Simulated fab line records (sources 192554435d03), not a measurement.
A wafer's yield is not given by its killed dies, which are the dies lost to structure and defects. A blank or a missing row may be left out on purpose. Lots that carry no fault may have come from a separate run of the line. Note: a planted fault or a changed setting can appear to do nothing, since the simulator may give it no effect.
A lot that was struck, set against a sound lot	flow n5 finfet	15 out of 1938 route steps
Sound: these wafers, L690.1, L690.2, L690.5. Wafers L697.1, L697.4, L697.5 were the ones struck. The cause is named last.
Per side, at each step with rows, come the tool, then ch with its chambers, and then its first start. Under that, the readings that differ: sound wafers	struck wafers	difference of the means	sigmas: that difference in standard deviations of wafers without a fault.
alike: readings whose means differ by less than 2 such deviations, and words and numbers that are the same on both sides. not compared: withheld readings, readings that some wafer has no value for, bounds like >300 that may hide the same value, and numbers for which the record gives no deviation and whose values overlap.
The two part at a step that has a row with sigmas, a row that says differs or no value, or rows on one side only. Numbers that don't overlap but have no deviation are shown without sigmas and don't part them. Lack of a reading on every wafer of one side parts them only where that side has two or more wafers.

first, 4 steps without rows for these wafers: N5_BEOL_M1_SURFACE_TREAT_85; N5_BEOL_M1_CVD_47 (deposits Co from CCTBA/H2, target thk 3 nm, time 223.8 s); N5_BEOL_M1_SPUTTER_48 (material Cu, target thk 4.5 nm, time 8.29 s); N5_BEOL_M1_ANNEAL_49 (time 240 s).
N5_BEOL_M1_SPUTTER_79: material Cu, target thk 4.5 nm, time 8.29 s.
  sound on pvd sputter-03, day 9 15:45; struck on pvd sputter-03, day 10 16:10
  alike: chamber pressure pa, throttle valve pct
N5_BEOL_M1_ANNEAL_80: time 240 s.
  sound on pvd sputter-03, day 9 15:50; struck on pvd sputter-03, day 10 16:14
  alike: heater power w
N5_BEOL_M1_SPUTTER_81: material Cu, target thk 4.5 nm, time 8.29 s.
  sound on pvd sputter-03, day 9 15:58; struck on pvd sputter-03, day 10 16:23
  alike: chamber pressure pa, throttle valve pct
then, 3 steps without rows for these wafers: N5_BEOL_M1_ANNEAL_82 (time 240 s); N5_BEOL_M1_SPUTTER_86 (material Cu, target thk 4.5 nm, time 8.29 s); N5_BEOL_M1_ANNEAL_87 (time 240 s).
N5_BEOL_M1_SPUTTER_88: material Cu, target thk 4.5 nm, time 8.29 s.
  sound on pvd sputter-03, day 9 16:25; struck on pvd sputter-03, day 10 16:49
  alike: chamber pressure pa, throttle valve pct
N5_BEOL_M1_ANNEAL_89: time 240 s.
  sound on pvd sputter-03, day 9 16:29; struck on pvd sputter-03, day 10 16:54
  alike: heater power w
N5_BEOL_M1_SPUTTER_90: material Cu, target thk 4.5 nm, time 8.29 s.
  sound on pvd sputter-03, day 9 16:38; struck on pvd sputter-03, day 10 17:02
reading	sound	struck	difference	sigmas
chamber pressure pa (Pa)	0.07002 0.07003 0.06987	0.05303 0.0531 0.05298	-0.01694	-99 or more
throttle valve pct (%)	31.2 31.8 31.3	35.4 36.7 36.2	+4.7	+6
then, 1 step without rows for these wafers: N5_BEOL_M1_ANNEAL_91 (time 240 s).
N5_BEOL_M4_RC_MEAS_101:
  sound on prober-01 ch 0, day 11 00:01; struck on prober-01 ch 0, day 12 10:19
  alike: DIBL_N, DIBL_P, IOFF_N, IOFF_P, ION_N, ION_P, SS_N, SS_P, VT_N, VT_P

WHERE THEY PART
Within this record, at N5_BEOL_M1_SPUTTER_90 only. Later steps at which nothing parts them and some readings are alike: N5_BEOL_M4_RC_MEAS_101.

WHY: whatever the simulator had introduced
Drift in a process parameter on pvd sputter-03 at N5_BEOL_M1_SPUTTER_90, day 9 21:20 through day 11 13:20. Setting chamber pressure pa, moved by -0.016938, from 0.07. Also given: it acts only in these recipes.
